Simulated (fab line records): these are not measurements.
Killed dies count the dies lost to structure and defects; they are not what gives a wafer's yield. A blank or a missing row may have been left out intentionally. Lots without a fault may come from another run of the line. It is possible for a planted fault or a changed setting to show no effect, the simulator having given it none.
Which tool was responsible?    flow n5_finfet    12 lots, 36 wafers sampled, at 2 steps of a route of 1938

== WHAT EACH GAUGE READ, for each wafer ==
N5_BEOL_M5_RS_MEAS_57: measurement is done with a four-point probe.
lot   measured      on             M5_RS (ohm/sq)
L075  day 9 16:12   film_metro-02  0.397 0.394 0.391
L077  day 10 09:53  film_metro-01  0.383 0.386 0.377
L078  day 10 15:31  film_metro-02  0.389 0.387 0.390
L082  day 10 21:08  film_metro-01  0.395 0.383 0.407
L083  day 12 04:34  film_metro-02  0.394 0.381 0.392
L085  day 13 06:53  film_metro-01  0.376 0.402 0.394
L087  day 13 15:41  film_metro-01  0.382 0.403 0.388
L089  day 14 18:28  film_metro-01  0.375 0.391 0.401
L094  day 15 11:39  film_metro-01  0.398 0.397 0.386
L093  day 15 18:08  film_metro-01  0.392 0.380 0.382
L095  day 15 23:55  film_metro-02  0.406 0.388 0.393
L096  day 16 17:00  film_metro-01  0.404 0.396 0.388

== WHICH TOOL RAN EACH LOT (tool, then ch and the chambers of the sampled wafers, then the start) ==
lot   N5_BEOL_M5_ANNEAL_51
L075  rtp_anneal-01 ch 0, day 9 15:13
L077  rtp_anneal-02 ch 0, day 10 09:10
L078  rtp_anneal-01 ch 0, day 10 14:39
L082  rtp_anneal-02 ch 0, day 10 20:10
L083  rtp_anneal-02 ch 0, day 12 03:46
L085  rtp_anneal-02 ch 0, day 13 06:02
L087  rtp_anneal-02 ch 0, day 13 14:43
L089  rtp_anneal-02 ch 0, day 14 17:37
L094  rtp_anneal-02 ch 0, day 15 10:18
L093  rtp_anneal-02 ch 0, day 15 15:47
L095  rtp_anneal-02 ch 0, day 15 23:01
L096  rtp_anneal-02 ch 0, day 16 16:07
- N5_BEOL_M5_ANNEAL_51: time 90 s.

== THE ANSWER, worked out from the rows above alone ==
Rule: the usual values come from the lots themselves. Put in order of their means at a reading, lots are off if they are a third of the lots or fewer, leave a main group of 4 or more, and stand apart from it by a gap of 3 or more times the standard deviation of the main group's means; of several such gaps the widest counts. A main group whose means are all the same, to the digits that the tables above print for the reading, isn't used. Also off: a lot with no number at a reading for which 4 or more lots have one. Where the step has rows for the other lots, those lots are counted as sound.
None of the lots is off at any reading shown; this tells nothing.

== WHAT THE SIMULATOR HAD INSERTED ==
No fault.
